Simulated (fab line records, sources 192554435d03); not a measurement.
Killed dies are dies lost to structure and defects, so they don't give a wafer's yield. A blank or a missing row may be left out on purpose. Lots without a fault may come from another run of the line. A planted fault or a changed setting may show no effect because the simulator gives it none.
Chamber matching | flow n5_finfet | N5_FIN_SAQP_ETCH_67 on rie_diel-02: 4 sister chambers
The step etches SiNx in CH3F/O2, target depth 30 nm. 4 wafers are shown with their chamber, then 7 later ones without.

WAFERS WITH THEIR CHAMBER
wafer  | chamber | drypump_motor_current_A (A)
L079.6 | 0       | 6.4
L085.2 | 1       | 6.5
L087.1 | 3       | 5.7
L087.2 | 2       | 5.9

WAFERS WITHOUT THEIR CHAMBER
wafer  | drypump_motor_current_A (A)
L087.6 | 5.9
L088.1 | 6.4
L088.4 | 6.6
L088.6 | 5.8
L094.1 | 6.3
L094.3 | 6.0
L094.4 | 5.7

WHICH CHAMBER EACH WENT THROUGH
wafer  | from the rows above     | in truth
L087.6 | 2                       | 2
L088.1 | can't be placed: 0 or 1 | 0
L088.4 | can't be placed: 1 or 0 | 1
L088.6 | can't be placed: 3 or 2 | 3
L094.1 | can't be placed: 0 or 1 | 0
L094.3 | 2                       | 2
L094.4 | 3                       | 3
Placed correctly: 3 of 7. Can't be placed from these rows: 4 (the true chamber is among the candidates in 4). Placed wrongly: 0.
How it was worked out, from the rows above alone: a wafer's distance from a chamber is the root of the sum, over the readings, of the square of ((its reading less the chamber's mean) divided by the reading's scatter). The wafer belongs to the nearest chamber; if the next one is less than 2 further off, it can't be placed. A chamber's mean is the mean of its shown wafers. The scatter: with one shown wafer a chamber, the root of the mean of the squares of how far each hidden wafer lies from its nearest shown one.
